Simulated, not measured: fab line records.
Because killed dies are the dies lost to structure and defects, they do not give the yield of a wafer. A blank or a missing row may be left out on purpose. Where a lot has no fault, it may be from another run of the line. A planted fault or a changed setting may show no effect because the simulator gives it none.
A struck lot beside a sound one :: flow nand-harc :: 21 out of 1159 route steps
Sound: wafers L636.2, L636.4, L636.5. Wafers struck: L640.3, L640.4, L640.5. Last of all comes the cause.
At each step with rows: each side's tool, then ch and its chambers, then its first start. Under that, the readings that differ: sound wafers :: struck wafers :: difference of the means :: sigmas: that difference in standard deviations of wafers without a fault.
alike: readings whose means differ by less than 2 such deviations, and words and numbers that are the same on both sides. not compared: withheld readings, readings that some wafer has no value for, bounds like >300 that may hide the same value, and numbers for which the record gives no deviation and whose values overlap.
A row with sigmas, a row that says differs or no value, or rows on one side alone: a step with any of these is where the two part. Numbers that have no deviation but don't overlap get no sigmas and don't part them. A reading that every wafer of one side lacks parts them only if that side has two wafers or more.

NHARC_P_CONTACT_CMP_24: polishes, t overpolish 30 s, target thk 200 nm.
  sound on cmp-01 ch 0,1, day 6 06:49; struck on cmp-03 ch 0,1,2, day 7 02:50
  alike: edge-zone-pressure-frac, motor-current-A, overpolish-run-s, time-to-endpoint-s
following that, these wafers have no rows for 1 step: NHARC_P_CONTACT_SRD_26.
NHARC_P_CONTACT_INSPECT_27:
  sound on defect-inspect-01, day 6 07:11; struck on defect-inspect-02, day 7 03:14
  alike: raw-defect-count
then, 8 steps without rows for these wafers: NHARC_P_M0_DEP_00 (deposits SiOC, target thk 150 nm); NHARC_P_M0_DEHYDRATE_01 (time 120 s); NHARC_P_M0_HMDS_02 (time 30 s); NHARC_P_M0_COAT_33 (time 65 s); NHARC_P_M0_COAT_03 (resist thk 90 nm); NHARC_P_M0_SOFTBAKE_04 (time 55 s); NHARC_P_M0_EBR_05; NHARC_P_M0_EXPOSE_06 (exposes mask P M0, target cd 90 nm).
NHARC_P_M0_PEB_07: peb time 65 s.
  sound on litho-track-06 ch 0, day 6 08:09; struck on litho-track-06 ch 0, day 7 03:56
reading: heater-power-total-W (W)
sound: 156.9 157.1 156.2
struck: 151.9 153.1 151.9
difference: -4.4
sigmas: -10

reading: plate-temp-C (C)
sound: 99.85 99.84 100.09
struck: 98.13 98.26 98.05
difference: -1.78
sigmas: -15
then, 1 step without rows for these wafers: NHARC_P_M0_DEVELOP_08 (develop time 35 s).
NHARC_P_M0_CD_MEAS_09: the cd target is 90 nm.
  sound on cd-sem-01 ch 0, day 6 08:14; struck on cd-sem-02 ch 0, day 7 04:01
reading: cd-nm (nm)
sound: 89.9 91.2 90.9
struck: 82.3 82.0 81.9
difference: -8.6
sigmas: -12
NHARC_P_M0_OVL_MEAS_10: pitch 180 nm.
  sound on overlay-02, day 6 08:19; struck on overlay-01, day 7 04:06
  alike: overlay-x-nm, overlay-y-nm
NHARC_P_M0_INSPECT_11:
  sound on defect-inspect-02, day 6 08:22; struck on defect-inspect-01, day 7 04:08
  alike: raw-defect-count
NHARC_P_M0_DESCUM_14: chemistry O2, time 3 s.
  sound on rie-diel-01 ch 2,3, day 6 08:25; struck on rie-diel-05 ch 1,3, day 7 04:12
reading: model.P_M0.cd-nm (nm)
sound: 89.86 90.59 90.22
struck: 82.86 82.72 82.31
difference: -7.59
sigmas: 
  alike: drypump-motor-current-A, oes-product-au, rf-vpp-V, showerhead-plenum-p-Torr, throttle-valve-pct
  not compared: rf-hours-counter-h
NHARC_P_M0_ETCH_34: etches the open film in N2/H2, target depth 40 nm, overetch 12 nm, time 43.94 s.
  sound on rie-diel-01 ch 0,2,3, day 6 08:30; struck on rie-diel-05 ch 0,2, day 7 04:21
  alike: drypump-motor-current-A, oes-product-au, rf-fwd-power-W, rf-vpp-V, showerhead-plenum-p-Torr, throttle-valve-pct
  not compared: rf-hours-counter-h
NHARC_P_M0_ETCH_15: etches the open film in C4F8/Ar, target depth 150 nm, overetch 15 nm, time 82.5 s.
  sound: rie-diel-01 ch 0,2,3; struck: rie-diel-05 ch 1,3
reading: oes-product-au (a.u.)
sound: 0.966 0.960 0.995
struck: 0.913 0.923 0.925
difference: -0.053
sigmas: -3

reading: model.P_M0.cd-nm (nm)
sound: 90.01 90.42 90.03
struck: 82.44 82.67 81.82
difference: -7.84
sigmas: 
  alike: rf-fwd-power-W, rf-vpp-V
  not compared: rf-hours-counter-h
NHARC_P_M0_CD_MEAS_16:
  sound on cd-sem-01, day 6 08:43; struck on cd-sem-01, day 7 04:34
reading: cd-nm (nm)
sound: 89.8 90.3 90.2
struck: 82.5 82.5 81.7
difference: -7.9
sigmas: -9
following that, these wafers have no rows for 1 step: NHARC_END_SORT_01.

WHERE THEY PART
Earliest at NHARC_P_M0_PEB_07; latest, in this record, at NHARC_P_M0_CD_MEAS_16.

WHY: the cause the simulator had injected
Process parameters drifting: litho-track-06 at NHARC_P_M0_PEB_07, beginning at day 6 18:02. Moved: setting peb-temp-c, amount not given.
